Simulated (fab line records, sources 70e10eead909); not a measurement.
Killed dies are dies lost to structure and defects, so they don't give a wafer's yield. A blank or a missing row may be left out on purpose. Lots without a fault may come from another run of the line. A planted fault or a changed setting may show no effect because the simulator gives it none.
Chamber matching | flow nand_harc | NHARC_A_SLIT_DESCUM_14 on rie_diel-11: 4 sister chambers
The step chemistry O2, time 3 s. 4 wafers are shown with their chamber, then 7 later ones without.

WAFERS WITH THEIR CHAMBER
wafer  | chamber | drypump_motor_current_A (A)
L561.5 | 2       | 5.9
L563.6 | 0       | 6.1
L566.1 | 1       | 6.6
L566.3 | 3       | 5.2

WAFERS WITHOUT THEIR CHAMBER
wafer  | drypump_motor_current_A (A)
L566.4 | 6.0
L567.2 | 5.9
L567.4 | 5.1
L567.5 | 6.6
L569.2 | 5.1
L569.3 | 6.0
L569.5 | 6.0

WHICH CHAMBER EACH WENT THROUGH
wafer  | from the rows above     | in truth
L566.4 | can't be placed: 0 or 2 | 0
L567.2 | 2                       | 2
L567.4 | 3                       | 3
L567.5 | 1                       | 1
L569.2 | 3                       | 3
L569.3 | can't be placed: 0 or 2 | 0
L569.5 | can't be placed: 0 or 2 | 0
Placed correctly: 4 of 7. Can't be placed from these rows: 3 (the true chamber is among the candidates in 3). Placed wrongly: 0.
How it was worked out, from the rows above alone: a wafer's distance from a chamber is the root of the sum, over the readings, of the square of ((its reading less the chamber's mean) divided by the reading's scatter). The wafer belongs to the nearest chamber; if the next one is less than 2 further off, it can't be placed. A chamber's mean is the mean of its shown wafers. The scatter: with one shown wafer a chamber, the root of the mean of the squares of how far each hidden wafer lies from its nearest shown one.
